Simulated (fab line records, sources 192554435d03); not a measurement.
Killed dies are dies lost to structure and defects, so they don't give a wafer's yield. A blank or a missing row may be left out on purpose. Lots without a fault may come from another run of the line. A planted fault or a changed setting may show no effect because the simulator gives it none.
A struck lot beside a sound one | flow n5_finfet | 33 steps out of a route of 1938
Sound: wafers L367.1, L367.3, L367.4. Struck: wafers L376.2, L376.3, L376.5. The cause comes at the end.
At each step with rows: each side's tool, then ch and its chambers, then its first start. Under that, the readings that differ: sound wafers | struck wafers | difference of the means | sigmas: that difference in standard deviations of wafers without a fault.
alike: readings whose means differ by less than 2 such deviations, and words and numbers that are the same on both sides. not compared: withheld readings, readings that some wafer has no value for, bounds like >300 that may hide the same value, and numbers for which the record gives no deviation and whose values overlap.
The two part at a step that has a row with sigmas, a row that says differs or no value, or rows on one side only. Numbers that don't overlap but have no deviation are shown without sigmas and don't part them. A reading that every wafer of one side lacks parts them only if that side has two wafers or more.

N5_BEOL_M11_ALD_74: deposits TaN, target thk 2 nm, pulse time 2 s, purge time 3 s.
  sound on ald_metal-01 ch 0,1,3, day 12 07:25; struck on ald_metal-03 ch 0,2,3, day 14 14:26
  alike: heater_power_w
then, 2 steps without rows for these wafers: N5_BEOL_M11_SURFACE_TREAT_76; N5_BEOL_M11_CVD_75 (deposits Co from CCTBA/H2, target thk 2 nm, time 138.9 s).
N5_BEOL_M11_SPUTTER_48: material Cu, target thk 12 nm, time 2 s.
  sound on pvd_sputter-03, day 12 07:59; struck on pvd_sputter-01, day 14 15:00
  alike: chuck_gas_flow_sccm, throttle_valve_pct
then, 1 step without rows for these wafers: N5_BEOL_M11_ECD_50 (material Cu, target thk 318 nm).
N5_BEOL_M11_ANNEAL_51: time 90 s.
  sound on rtp_anneal-01 ch 0, day 12 08:13; struck on rtp_anneal-01 ch 0, day 14 15:37
  alike: wafer_temp_C_max
then, 1 step without rows for these wafers: N5_BEOL_M11_CMP_52 (polishes, stops on SiCOH lowk, t overpolish 7 s, target thk 140 nm).
N5_BEOL_M11_THK_MEAS_53: measures by xrf.
  sound on film_metro-02, day 12 08:49; struck on film_metro-02, day 14 16:10
  alike: M11_THK
then, 1 step without rows for these wafers: N5_BEOL_M11_PRE_CLEAN_55 (time 15 s).
N5_BEOL_M11_DEP_56: deposits SiCN from 3MS/NH3, target thk 30 nm, time 10.5 s.
  sound on pecvd-04 ch 1,2, day 12 08:52; struck on pecvd-04 ch 0,1,2, day 14 16:14
  alike: chamber_pressure_Torr, rf_fwd_power_W, showerhead_plenum_p_Torr, throttle_valve_pct
N5_BEOL_M11_RS_MEAS_57: measures by four-point-probe.
  sound on film_metro-02, day 12 08:56; struck on film_metro-01, day 14 16:18
  alike: M11_RS
N5_BEOL_M11_INSPECT_58: inspects for defects (darkfield).
  sound on defect_inspect-02, day 12 08:58; struck on defect_inspect-01, day 14 16:20
  alike: raw_defect_count
N5_BEOL_M12_ILD_DEP_00: deposits SiOC from DEMS/O2, target thk 658.92 nm, time 130.7 s.
  sound on pecvd-04 ch 1,2, day 12 08:59; struck on pecvd-04 ch 1,2, day 14 16:22
  no value came back on the struck wafers for any of 5 readings (chamber_pressure_Torr (Torr), heater_power_outer_w (W) and others); on the sound wafers chamber_pressure_Torr (Torr) reads 4.980 5.008 4.979
then, 8 steps without rows for these wafers: N5_BEOL_M12_COAT_58 (time 60 s, resist thk 89 nm); N5_BEOL_M12_COAT_04 (resist thk 400 nm); N5_BEOL_M12_EBR_06; N5_BEOL_M12_SOFTBAKE_05 (time 60 s); N5_BEOL_M12_EXPOSE_07 (exposes mask V11); N5_BEOL_M12_PEB_08 (peb time 90 s); N5_BEOL_M12_DEVELOP_09 (develop time 45 s); N5_BEOL_M12_HARDBAKE_14 (time 120 s).
N5_BEOL_M12_CD_MEAS_10: target cd 140 nm.
  sound on cd_sem-01 ch 0, day 12 09:34; struck on cd_sem-03 ch 0, day 14 16:55
  alike: cd_nm
N5_BEOL_M12_OVL_MEAS_11:
  sound on overlay-01 ch 0, day 12 09:35; struck on overlay-02 ch 0, day 14 16:57
  alike: V11_OVL
N5_BEOL_M12_INSPECT_12: inspects for defects (macro).
  sound on defect_inspect-01, day 12 09:37; struck on defect_inspect-02, day 14 16:59
  alike: raw_defect_count
then, 2 steps without rows for these wafers: N5_BEOL_M12_DESCUM_15 (chemistry O2, time 7.9 s); N5_BEOL_M12_ETCH_59 (etches BARC in N2/H2, target depth 89 nm, overetch 26.7 nm, time 67.9 s).
N5_BEOL_M12_VIA_ETCH_16: etches SiOC in C4F8/O2/Ar, target depth 724.8 nm.
  sound on rie_diel-06 ch 0,1,3, day 12 09:44; struck on rie_diel-04 ch 1,3, day 14 17:19
  reading                                    | sound             | struck            | difference | sigmas
  oes_product_au (a.u.)                      | 0.65 0.66 0.74    | 0.27 0.28 0.28    | -0.41      | -7
  throttle_valve_pct (%)                     | 24.38 24.18 24.27 | 23.89 23.76 23.77 | -0.47      | -2
  model.etch.depth_nm (nm)                   | 655.6 654.9 659.2 | 0 0 0             | -657       |
  model.coat_of_BEOL_M12_COAT_04.thk_nm (nm) | 122.6 122.4 121.2 | 314.2 314.4 313.4 | +191.9     |
  alike: drypump_motor_current_A, rf_vpp_V, showerhead_plenum_p_Torr
N5_BEOL_M12_STRIP_63: strips in N2/H2.
  sound on plasma_asher-02 ch 0,1, day 12 09:56; struck on plasma_asher-01 ch 0, day 14 17:37
  reading                      | sound             | struck            | difference | sigmas
  oes_product_au (a.u.)        | 0.695 0.687 0.689 | 0.863 0.868 0.863 | +0.174     | +33
  strip_time_to_endpoint_s (s) | 42.4 42.3 42.0    | 91.5 91.7 91.4    | +49.3      | +61
  alike: drypump_motor_current_A, heater_power_w, temp_c
  not compared: rf_hours_counter_h
N5_BEOL_M12_STRIP_64: strips in N2/H2.
  sound on plasma_asher-02 ch 0,1, day 12 09:59; struck on plasma_asher-01 ch 0, day 14 17:40
  alike: drypump_motor_current_A, heater_power_w, oes_product_au, strip_time_to_endpoint_s, temp_c
  not compared: rf_hours_counter_h
then, 2 steps without rows for these wafers: N5_BEOL_M12_STRIP_71 (strips in post etch residue remover, time 60 s); N5_BEOL_M12_SRD_72 (time 30 s, dry time 30 s).
N5_BEOL_M12_CD_MEAS_17: target cd 140 nm.
  sound on cd_sem-01, day 12 10:08; struck on cd_sem-01, day 14 17:49
  reading    | sound             | struck | difference                    | sigmas
  cd_nm (nm) | 139.6 140.7 141.0 | - - -  | no value on the struck wafers |
then, 1 step without rows for these wafers: N5_BEOL_M12_COAT_65 (time 60 s, resist thk 300 nm).

WHERE THEY PART
First at N5_BEOL_M12_ILD_DEP_00; last, within this record, at N5_BEOL_M12_CD_MEAS_17.

WHY: what the simulator had put in
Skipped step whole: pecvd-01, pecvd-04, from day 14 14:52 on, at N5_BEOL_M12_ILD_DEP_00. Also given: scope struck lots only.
